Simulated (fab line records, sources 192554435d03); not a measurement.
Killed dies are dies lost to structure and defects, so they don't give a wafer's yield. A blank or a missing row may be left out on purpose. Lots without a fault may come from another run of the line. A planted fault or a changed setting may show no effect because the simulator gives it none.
A struck lot beside a sound one | flow n5_finfet | 16 steps out of a route of 1938
Sound: wafers L884.2, L884.4, L884.6. Struck: wafer L895.6. (L895.3, L895.4 of the same lot were not struck and are left out.) The cause comes at the end.
At each step with rows: each side's tool, then ch and its chambers, then its first start. Under that, the readings that differ: sound wafers | struck wafers | difference of the means | sigmas: that difference in standard deviations of wafers without a fault.
alike: readings whose means differ by less than 2 such deviations, and words and numbers that are the same on both sides. not compared: withheld readings, readings that some wafer has no value for, bounds like >300 that may hide the same value, and numbers for which the record gives no deviation and whose values overlap.
The two part at a step that has a row with sigmas, a row that says differs or no value, or rows on one side only. Numbers that don't overlap but have no deviation are shown without sigmas and don't part them. A reading that every wafer of one side lacks parts them only if that side has two wafers or more.

N5_BEOL_M2_STRIP_36: strips in N2/H2.
  sound on rie_diel-06 ch 0,1, day 7 05:17; struck on rie_diel-01 ch 2, day 9 18:35
  alike: drypump_motor_current_A, oes_product_au, rf_vpp_V, showerhead_plenum_p_Torr, throttle_valve_pct
  not compared: rf_hours_counter_h
N5_BEOL_M2_TRENCH_ETCH_37: etches SiOC in C4F6/O2, target depth 55.555 nm, time 29.2 s.
  sound on rie_diel-06 ch 0,1; struck on rie_diel-01 ch 2
  alike: drypump_motor_current_A, oes_f_703_au, oes_product_au, rf_vpp_V, showerhead_plenum_p_Torr, throttle_valve_pct
  not compared: rf_hours_counter_h
N5_BEOL_M2_ETCH_41: etches SiCN in CH3F/O2, target depth 29.9 nm, time 52.5 s.
  sound on rie_diel-06 ch 0,1; struck on rie_diel-01 ch 2
  alike: drypump_motor_current_A, oes_product_au, rf_vpp_V, showerhead_plenum_p_Torr, throttle_valve_pct
  not compared: rf_hours_counter_h
N5_BEOL_M2_STRIP_97: strips in N2/H2, time 10 s.
  sound on rie_diel-06 ch 0,1; struck on rie_diel-01 ch 2
  reading      | sound          | struck | difference | sigmas
  rf_vpp_V (V) | 59.5 59.2 59.8 | 57.8   | -1.7       | -2
  alike: drypump_motor_current_A, oes_product_au, showerhead_plenum_p_Torr, throttle_valve_pct
  not compared: rf_hours_counter_h
N5_BEOL_M2_OCD_MEAS_38:
  sound on ocd-01, day 7 05:29; struck on ocd-02, day 9 18:47
  reading              | sound          | struck | difference | sigmas
  trench_depth_nm (nm) | 58.4 58.1 58.7 | 55.3   | -3.1       | -2
then, 4 steps without rows for these wafers: N5_BEOL_M2_HM_STRIP_39 (strips TiN in peroxide tin strip, target depth 25 nm, time 158 s); N5_BEOL_M2_SRD_40 (time 30 s); N5_BEOL_M2_PRECLEAN_42 (cleans in residue remover, time 60 s); N5_BEOL_M2_SRD_43 (time 30 s).
N5_BEOL_M2_CD_MEAS_35: target cd 18 nm, target cd y 22.2 nm.
  sound on cd_sem-03, day 7 05:38; struck on cd_sem-01, day 9 18:56
  alike: cd_nm
then, 2 steps without rows for these wafers: N5_BEOL_M2_DEGAS_44 (time 60 s); N5_BEOL_M2_PRE_CLEAN_45 (time 30 s).
N5_BEOL_M2_ALD_84: deposits TaN, pulse time 2 s, purge time 3 s, co reactant purge time 2 s.
  sound on ald_metal-03 ch 0,1,3, day 7 06:00; struck on ald_metal-02 ch 0, day 9 19:11
  reading          | sound | struck | difference | sigmas
  pulse_time_s (s) | 2 2 2 | 2.1935 | +0.1935    |
  alike: heater_power_w, precursor_vessel_temp_c
N5_BEOL_M2_SURFACE_TREAT_85:
  sound on pvd_sputter-03, day 7 06:14; struck on pvd_sputter-01, day 9 19:25
  not compared: throttle_valve_pct
N5_BEOL_M4_RC_MEAS_101:
  sound on prober-01 ch 0, day 8 13:38; struck on prober-02 ch 0, day 11 02:26
  alike: DIBL_N, DIBL_P, IOFF_N, IOFF_P, ION_N, ION_P, SS_N, SS_P, VT_N, VT_P
-- the record jumps here: 4 days lie between the struck wafers' starts before and after (it left off in module BEOL_M4 and takes up again in module PASSIVATION, whose first step shown is number 1936 of the route) --
N5_PASSIVATION_PROBE_49:
  sound on prober-01, day 12 23:05; struck on prober-02, day 15 06:10
  alike: defect_limited_yield, killed_at_M0_to_M3, killed_at_M4_up, killed_at_contacts, killed_at_front_end, killed_at_other, killed_dies, killed_open, killed_short, sort_bin_5_function, sort_bin_6_memory, sort_n_pass, sort_yield_pct

WHERE THEY PART
First at N5_BEOL_M2_STRIP_97; last, within this record, at N5_BEOL_M2_OCD_MEAS_38. Later steps at which nothing parts them and some readings are alike: N5_BEOL_M2_CD_MEAS_35, N5_BEOL_M2_ALD_84, N5_BEOL_M4_RC_MEAS_101, N5_PASSIVATION_PROBE_49.

WHY: what the simulator had put in
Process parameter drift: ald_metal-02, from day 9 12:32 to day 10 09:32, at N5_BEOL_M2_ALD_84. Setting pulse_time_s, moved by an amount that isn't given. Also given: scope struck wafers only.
